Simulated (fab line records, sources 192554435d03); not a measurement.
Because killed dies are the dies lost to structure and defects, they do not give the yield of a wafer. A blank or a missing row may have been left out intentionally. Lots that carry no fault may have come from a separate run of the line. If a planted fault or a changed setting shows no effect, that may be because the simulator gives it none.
Split-lot trial ; flow n5 finfet ; route with 1938 steps; 7 lots, 21 wafers read

ABOUT THE SPLIT
At N5_MIM_TOP_LITHO_EXPOSE_05 (exposes mask MIM TOP, target cd 2000 nm), the setting dose mj was moved away from the recipe's 20.5 on 7 of the 21 wafers read, by -2.9% to +6.2%. For the rest of the wafers, this setting stayed at what the recipe calls for.

FROM THE SPLIT TO THE READING: what the file shows between them, 3 steps
- N5_MIM_TOP_LITHO_PEB_06
- N5_MIM_TOP_LITHO_DEVELOP_07: develop time 60 s
- N5_MIM_TOP_LITHO_HARDBAKE_09: time 120 s

THE READING
cd nm (nm) at N5_MIM_TOP_LITHO_CD_MEAS_08, where the cd target is 2000 nm. On this fab line, fault-free wafers typically give 1999.7 nm with a standard deviation of 1.6 nm.

wafer;tool, chamber at the split;dose mj as run;against the recipe;cd nm, nm;against lot-mates on the recipe
L076.1;krf scanner-01, 0;20.5;recipe;1997.1;-
L076.2;krf scanner-01, 0;20.5;recipe;1996.6;-
L076.4;krf scanner-01, 0;20.5;recipe;1997.6;-
L083.1;krf scanner-01, 0;21.44;+4.6%;1995.1;-7.4
L083.3;krf scanner-01, 0;21.44;+4.6%;1994.1;-8.4
L083.4;krf scanner-01, 0;20.5;recipe;2002.5;-
L088.3;krf scanner-02, 0;20.5;recipe;1999.5;-
L088.5;krf scanner-02, 0;21.7;+5.9%;1991.2;-8.7
L088.6;krf scanner-02, 0;20.5;recipe;2000.3;-
L089.1;krf scanner-02, 0;20.5;recipe;1997.5;-
L089.2;krf scanner-02, 0;20.5;recipe;2000.9;-
L089.5;krf scanner-02, 0;20.5;recipe;2000.0;-
L090.1;krf scanner-01, 0;21.06;+2.7%;1993.9;-6.9
L090.3;krf scanner-01, 0;20.5;recipe;2000.8;-
L090.4;krf scanner-01, 0;21.06;+2.7%;1995.1;-5.7
L093.1;krf scanner-02, 0;20.5;recipe;2000.4;-
L093.3;krf scanner-02, 0;19.9;-2.9%;2005.6;+5.6
L093.5;krf scanner-02, 0;20.5;recipe;1999.6;-
L096.1;krf scanner-01, 0;21.77;+6.2%;1989.1;-10.9
L096.2;krf scanner-01, 0;20.5;recipe;1999.5;-
L096.3;krf scanner-01, 0;20.5;recipe;2000.5;-

THE FIT
A straight line over all 21 wafers: cd nm changes by -1.49 nm for each +1% of dose mj; r = -0.91; the points scatter about the line by 1.7 nm.
The same after taking each lot's own level away (the mean of its wafers on the recipe; 21 wafers): -1.74 nm for each +1%; r = -0.98; scatter 0.93 nm.
On that fit, the largest move of dose mj shifts the reading by 11 nm.
From 1997.10 to 2002.50 nm: that is the span of the lots' own levels, equal to 3.4 times the standard deviation above.
So the lot-to-lot level changes the slope: the two fits differ.
Check: -10.8 nm against its lot-mates is what the line predicts for one of the wafers moved furthest among these (+6.2%) when that wafer is left out of the fit. Against them it came out at -10.9 nm.

ADDITIONAL SPLITS CARRIED BY THESE WAFERS
Before the reading, these wafers also passed through other splits. Each is held against what the fit with the lots' levels taken away leaves over:
other split on the same wafers;wafers away from the commonest value;r with cd nm (lot level and that fit taken away)
N5_BEOL_M14_TRENCH_ETCH_34 bias w;9;-0.16
N5_BEOL_M15_COAT_56 spin rpm;6;-0.05
N5_BEOL_M15_EXPOSE_25 dose mj;6;-0.42

THE FILE'S OWN FIT
cd nm changes by -1.72 nm for each +1% of dose mj, r = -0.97.
